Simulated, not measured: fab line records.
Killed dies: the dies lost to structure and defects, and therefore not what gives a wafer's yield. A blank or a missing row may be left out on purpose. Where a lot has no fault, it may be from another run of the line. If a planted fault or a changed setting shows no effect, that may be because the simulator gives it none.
fab line records	flow nandHarc
[record] lots = 15	wafers = 45	lastDay = 34
route steps=1302 shown P_ZERO_WELL@46 P_STI@84 P_GATE@130
lots with no fault: from the same line, run without faults
startH: hours from the record's first day to the start of the lot's first wafer shown	waitH: time in hours since the lot's previous step	" unchanged from the row above	L1.1+2: a single row standing in for several wafers	- no value, or no start was given	* or withheld: withheld	< > ~ a bound
route shown NAME@n: a module of which the file shows steps, and the number in the route of the first	usual: mean and standard deviation over wafers with no fault	same: alike in all rows	chamber/n: place in a boat	sites: each site's reading	_std_site: how widely they spread, as a standard deviation	_edge_site: the outer-site mean with the inner-site mean subtracted	radiusMm: for every site, how far away it sits from the centre of the wafer	mask NAME#n: copy n	behind: the most recent tool/chamber to have shaped the wafer	hold: what put the lot on hold/how long, in hours/how the hold closed	device: the transistor (n, p or np) that didn't switch	end of line: the tests these same wafers got at the end of their route	for a step that has no rows: nothing shown but its recipe	killed: dies lost to structure and defects at the first sort, not the wafer's yield	map: shows each die of a wafer: x if killed, . if not, _ if none is there
set.NAME: the run value of the setting; set.NAME@STEP: its run value at that earlier step	model.NAME: the simulator's own value behind a step, which no gauge read
steps of the route over a sample of lots; a table a step, a row a wafer
services: when a tool's chamber went out of use (startH, in hours from the record's first day, below 0 if earlier), for how many hours, and the reason
[[steps]]
[step NHARC_P_ZERO_WELL_DESCUM_39]
[recipe] timeS = 3	o2FlowSccm = 200	arFlowSccm = 0	biasPowerW = 0	chemistry = O2
[usual] drypumpMotorCurrentA = 5.76/0.29	oesProductAu = 0.995/0.0092	rfVppV = 57.6/0.88	showerheadPlenumPTorr = 1.88/0.059	throttleValvePct = 11.311/0.0086
lot.wafer	tool	chamber	startH	waitH	drypumpMotorCurrentA	oesProductAu	rfHoursCounterH	rfVppV	showerheadPlenumPTorr	throttleValvePct
L818.2	rieDiel-13	0	24.72	-	5.72	0.994	11	57.1	1.93	11.320
L818.5	"	2	"	"	6.19	0.993	-	56.6	1.81	11.302
L818.6	"	3	"	"	5.46	0.987	-	57.5	1.88	11.304
L819.1	rieDiel-10	3	34.39	-	6.02	1.000	42	60.0	1.87	11.320
L819.2	"	0	"	"	5.59	0.991	43	56.7	1.93	11.298
L819.5	"	2	"	"	5.32	1.003	-	56.1	1.79	11.303
L821.1	rieDiel-11	3	54.51	-	5.93	0.988	43	57.7	1.91	11.309
L821.5	"	3	"	"	5.90	0.975	-	57.0	1.91	11.306
L821.4	"	1	"	"	5.47	1.003	-	59.1	1.98	11.309
L823.2	rieDiel-11	2	74.16	-	5.98	0.991	50	57.9	1.89	11.311
L823.5	"	1	"	"	5.45	0.999	-	57.7	1.97	11.298
L823.6	"	2	"	"	5.93	0.991	-	57.2	1.89	11.305
L824.2	rieDiel-10	2	84.64	-	5.29	0.994	6	57.5	1.79	11.311
L824.1	"	3	"	"	6.01	1.003	5	57.4	1.87	11.308
L824.5	"	3	"	"	6.03	1.006	-	55.9	1.87	11.298
L825.2	rieDiel-11	1	98.39	-	5.48	0.995	2	58.8	1.97	11.313
L825.1	"	2	"	"	5.92	1.007	3	58.2	1.88	11.305
L825.4	"	3	"	"	5.89	0.995	2	56.9	1.91	11.319
L826.2	rieDiel-11	3	104.39	-	5.88	0.991	3	57.4	1.91	11.307
L826.3	"	1	"	"	5.49	0.984	3	56.6	1.97	11.304
L826.5	"	3	"	"	5.89	0.979	-	57.5	1.91	11.301
L827.2	rieDiel-11	2	114.44	-	5.92	0.990	5	58.0	1.88	11.315
L827.5	"	3	"	"	5.90	0.990	-	57.5	1.91	11.308
L827.6	"	0	"	"	6.19	0.994	-	56.6	1.80	11.306
L828.1	rieDiel-11	3	124.60	-	5.88	0.996	8	56.9	1.91	11.310
L828.3	"	0	"	"	6.19	1.008	7	57.0	1.80	11.316
L828.5	"	1	"	"	5.47	0.990	-	58.1	1.97	11.328
L829.2	rieDiel-13	1	134.27	-	5.64	0.987	50	56.6	1.83	11.321
L829.1	"	2	"	"	6.18	1.003	43	57.8	1.80	11.312
L829.6	"	3	"	"	5.44	0.992	-	58.3	1.87	11.310
L830.4	rieDiel-11	2	144.84	-	5.93	0.987	16	57.6	1.88	11.324
L830.5	"	3	"	"	5.90	0.990	-	57.6	1.90	11.312
L830.6	"	0	"	"	6.21	0.992	-	57.9	1.80	11.306
L833.3	rieDiel-13	2	174.47	-	6.17	0.980	0	58.3	1.80	11.316
L833.5	"	0	"	"	5.73	0.982	-	57.8	1.91	11.312
L833.6	"	1	"	"	5.64	0.977	-	58.3	1.82	11.311
L839.1	rieDiel-13	2	234.73	-	6.20	0.979	21	58.0	1.79	11.333
L839.4	"	0	"	"	5.71	0.991	19	56.9	1.91	11.316
L839.5	"	3	"	"	5.44	1.003	-	57.0	1.86	11.317
L840.2	rieDiel-11	0	244.32	-	6.20	0.994	48	56.9	1.79	11.305
L840.3	"	1	"	"	5.46	0.980	46	58.2	1.96	11.319
L840.5	"	3	"	"	5.90	0.999	-	55.8	1.89	11.310
L841.2	rieDiel-11	2	254.42	-	5.91	1.001	52	57.6	1.87	11.303
L841.4	"	3	"	"	5.90	0.998	55	55.9	1.89	11.304
L841.5	"	2	"	"	5.92	1.010	-	57.3	1.87	11.318
[step NHARC_P_STI_OVL_MEAS_10]
[usual] overlayXNm = 2/5.2	overlayYNm = 1/5
lot.wafer	tool	chamber	startH	waitH	overlayXNm	overlayYNm
L818.2	overlay-01	-	44.87	-	8	8
L818.5	"	-	"	"	7	8
L818.6	"	-	"	"	8	8
L819.1	overlay-01	-	56.19	-	10	2
L819.2	"	-	"	"	11	2
L819.5	"	-	"	"	10	2
L821.1	overlay-01	-	74.92	-	-4	6
L821.4	"	-	"	"	-4	5
L821.5	"	-	"	"	-3	6
L823.2	overlay-02	-	93.71	-	-7	-5
L823.5	"	-	"	"	-6	-5
L823.6	"	-	"	"	-6	-5
L824.1	overlay-01	-	108.03	-	-6	4
L824.2	"	-	"	"	-6	4
L824.5	"	-	"	"	-7	4
L825.1	overlay-02	-	116.15	-	-3	11
L825.2	"	-	"	"	-3	11
L825.4	"	-	"	"	-3	11
L826.2	overlay-01	-	122.21	-	9	1
L826.3	"	-	"	"	9	1
L826.5	"	-	"	"	9	0
L827.2	overlay-02	-	133.16	-	2	-3
L827.5	"	-	"	"	2	-3
L827.6	"	-	"	"	3	-4
L828.1	overlay-02	-	145.08	-	4	-5
L828.3	"	-	"	"	4	-5
L828.5	"	-	"	"	4	-5
L829.1	overlay-02	-	155.85	-	2	4
L829.2	"	-	"	"	2	4
L829.6	"	-	"	"	2	5
L830.4	overlay-01	-	163.79	-	2	-2
L830.5	"	-	"	"	2	-2
L830.6	"	-	"	"	2	-3
L833.3	overlay-02	-	192.61	-	0	1
L833.5	"	-	"	"	0	1
L833.6	"	-	"	"	0	1
L839.1	overlay-02	-	253.97	-	0	4
L839.4	"	-	"	"	0	4
L839.5	"	-	"	"	1	4
L840.2	overlay-01	-	265.14	-	3	3
L840.3	"	-	"	"	4	3
L840.5	"	-	"	"	4	3
L841.2	overlay-01	-	274.52	-	4	-2
L841.4	"	-	"	"	5	-1
L841.5	"	-	"	"	5	-1
[step NHARC_P_GATE_CVD_17]
[recipe] targetThkA = 1500	tempC = 620	timeS = 900	material = poly-Si
lot.wafer	tool	chamber	startH	waitH
L818.2+5+6	lpcvdPoly-02	0	91.53	2.6
L819.1+2+5	lpcvdPoly-02	0	103.45	2.6
L821.1+4+5	lpcvdPoly-02	0	120.70	2.6
L823.2+5+6	lpcvdPoly-03	0	142.38	4.1
L824.1+2+5	lpcvdPoly-02	0	160.14	2.6
L825.1+2+4	lpcvdPoly-04	0	166.92	2.5
L826.2+3+5	lpcvdPoly-04	0	173.11	2.5
L827.2+5+6	lpcvdPoly-03	0	183.96	2.7
L828.1+3+5	lpcvdPoly-04	0	192.08	2.5
L828.1+3+5	lpcvdPoly-04	0	194.85	0.5
L829.1+2+6	lpcvdPoly-03	0	207.42	2.7
L829.1+2+6	lpcvdPoly-03	0	210.19	0.5
L830.4+5+6	lpcvdPoly-03	0	207.42	2.7
L833.3+5+6	lpcvdPoly-04	0	238.51	2.7
L833.3+5+6	lpcvdPoly-04	0	241.26	0.5
L839.1+4+5	lpcvdPoly-02	0	300.37	2.6
L840.2+3+5	lpcvdPoly-04	0	311.05	2.5
L841.2+4+5	lpcvdPoly-03	0	326.46	2.7
[step NHARC_P_GATE_DESCUM_31]
[recipe] timeS = 3	o2FlowSccm = 200	arFlowSccm = 0	biasPowerW = 0	chemistry = O2
[usual] drypumpMotorCurrentA = 5.6/0.38	oesProductAu = 0.994/0.009	rfVppV = 57.8/0.93	showerheadPlenumPTorr = 1.88/0.072	throttleValvePct = 11.312/0.009
lot.wafer	tool	chamber	startH	waitH	drypumpMotorCurrentA	oesProductAu	rfHoursCounterH	rfVppV	showerheadPlenumPTorr	throttleValvePct
L818.2	rieDiel-09	2	98.70	0.1	5.0	1.010	8	57.9	1.82	11.330
L818.6	"	1	"	"	4.8	1.002	-	58.9	1.81	11.310
L818.5	"	2	"	"	5.0	1.002	-	57.0	1.82	11.301
L819.2	rieDiel-04	2	109.11	0.1	5.3	0.987	4	56.5	1.82	11.324
L819.1	"	0	"	"	5.8	1.002	6	57.1	2.01	11.313
L819.5	"	1	"	"	5.5	0.983	-	56.3	1.82	11.320
L821.1	rieDiel-03	0	124.83	0.1	5.5	0.987	0	58.3	1.95	11.310
L821.4	"	2	"	"	5.9	0.994	0	59.2	1.94	11.295
L821.5	"	0	"	"	5.5	0.993	-	59.3	1.95	11.307
L823.2	rieDiel-03	3	147.96	0.1	6.1	0.995	2	57.5	1.82	11.313
L823.6	"	3	"	"	6.1	1.004	-	57.0	1.82	11.313
L823.5	"	0	"	"	5.5	0.992	-	58.8	1.95	11.314
L824.2	rieDiel-09	0	165.68	0.1	5.9	0.981	0	57.3	1.98	11.310
L824.1	"	3	"	"	5.8	0.990	0	58.0	1.87	11.306
L824.5	"	1	"	"	4.8	0.979	-	57.8	1.81	11.311
L825.4	rieDiel-09	2	171.04	0.1	5.0	0.999	1	57.2	1.82	11.305
L825.2	"	3	"	"	5.7	0.998	1	58.4	1.87	11.324
L825.1	"	0	"	"	5.8	0.988	1	58.1	1.98	11.299
L826.3	rieDiel-03	2	178.38	0.1	6.0	1.000	3	57.9	1.94	11.311
L826.2	"	1	"	"	6.0	0.986	3	57.1	1.92	11.322
L826.5	"	2	"	"	6.0	0.997	-	59.2	1.94	11.315
L827.2	rieDiel-04	3	188.49	0.1	5.4	0.983	0	57.0	1.84	11.299
L827.5	"	3	"	"	5.4	0.987	-	57.0	1.84	11.311
L827.6	"	0	"	"	5.8	0.996	-	60.1	2.01	11.310
L828.3	rieDiel-09	2	199.23	0.1	5.0	0.999	3	57.7	1.82	11.302
L828.1	"	3	"	"	5.8	0.990	3	56.2	1.87	11.312
L828.5	"	3	"	"	5.7	1.003	-	59.7	1.87	11.305
L830.4	rieDiel-03	3	211.91	0.1	6.2	0.993	6	57.4	1.82	11.315
L830.5	"	2	"	"	5.9	1.005	-	60.0	1.94	11.315
L830.6	"	3	"	"	6.1	0.995	-	57.5	1.81	11.314
L829.2	rieDiel-04	3	217.10	0.4	5.5	0.983	1	56.9	1.84	11.319
L829.1	"	2	"	"	5.3	1.005	1	56.9	1.82	11.305
L829.6	"	3	"	"	5.5	0.984	-	57.8	1.84	11.317
L833.3	rieDiel-09	2	247.17	0.1	5.0	1.014	6	58.0	1.82	11.312
L833.6	"	0	"	"	5.9	0.998	-	57.2	1.98	11.311
L833.5	"	1	"	"	4.8	0.993	-	58.2	1.81	11.324
L839.1	rieDiel-04	1	307.19	0.1	5.6	0.994	5	55.9	1.81	11.307
L839.4	"	2	"	"	5.3	1.003	5	58.3	1.82	11.327
L839.5	"	0	"	"	5.8	1.004	-	58.4	2.01	11.311
L840.3	rieDiel-09	1	315.58	0.1	4.8	0.987	10	58.1	1.81	11.314
L840.2	"	2	"	"	5.0	0.987	10	55.9	1.82	11.318
L840.5	"	0	"	"	5.8	0.998	-	56.9	1.98	11.319
L841.4	rieDiel-03	3	330.64	0.1	6.1	0.996	2	57.0	1.81	11.305
L841.2	"	1	"	"	6.1	0.989	2	56.9	1.92	11.315
L841.5	"	2	"	"	6.0	0.998	-	57.5	1.94	11.327
[[services]]
tool	chamber	startH	hours	kind
rieDiel-04	-	0.90	9.0	pm
rieDiel-03	-	7.03	0.2	repair
lpcvdPoly-04	-	29.20	26.0	pm
rieDiel-04	-	34.86	9.0	repair
rieDiel-03	0	37.45	5.2	repair
rieDiel-09	-	48.23	0.1	repair
rieDiel-11	2	50.57	5.5	repair
rieDiel-03	0	55.21	6.5	repair
rieDiel-03	0	65.89	1.3	repair
rieDiel-11	-	81.73	9.0	pm
rieDiel-03	-	104.30	9.0	pm
rieDiel-09	3	105.41	3.6	repair
rieDiel-09	-	143.10	9.0	pm
rieDiel-03	2	169.32	2.0	repair
rieDiel-11	1	170.07	3.4	repair
rieDiel-09	1	192.97	4.6	repair
lpcvdPoly-02	-	206.00	26.0	pm
rieDiel-03	1	224.47	14.9	repair
rieDiel-11	-	258.73	9.0	pm
rieDiel-03	-	281.30	9.0	pm
rieDiel-03	3	298.58	2.8	repair
rieDiel-11	-	305.36	1.2	repair
rieDiel-11	3	315.85	8.3	repair
rieDiel-09	-	320.10	9.0	pm
[[key]]
[firstSign] step = NHARC_P_GATE_CVD_17	reading = visit	direction = added
effect none on later readings
metAt NHARC_P_GATE_CVD_17
struckLots L828,L829,L833
sortLeftOut L828.1,L828.3,L828.5,L829.1,L829.2,L829.6,L833.3,L833.5,L833.6
testerLeftOut L828,L829,L833
notActingAt NHARC_P_ZERO_WELL_DESCUM_39,NHARC_P_STI_OVL_MEAS_10,NHARC_P_GATE_DESCUM_31
[fault] kind = repeatedStepWhole	tool = lpcvdPoly-02,lpcvdPoly-03,lpcvdPoly-04	chamber = -	onsetH = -	steps = NHARC_P_GATE_CVD_17	times = 1	scope = struckLotsOnly
// testerLeftOut: of these lots the tester's yield and bins aren't shown, on N5 and GAA mostly nor the transistor test; their killed dies are dies lost to structure and defects alone, not to doping, threshold or leakage, so they don't give the yield
// sortLeftOut: the simulated sort isn't trusted on such a fault, so these wafers' sort isn't shown, and their yield isn't known
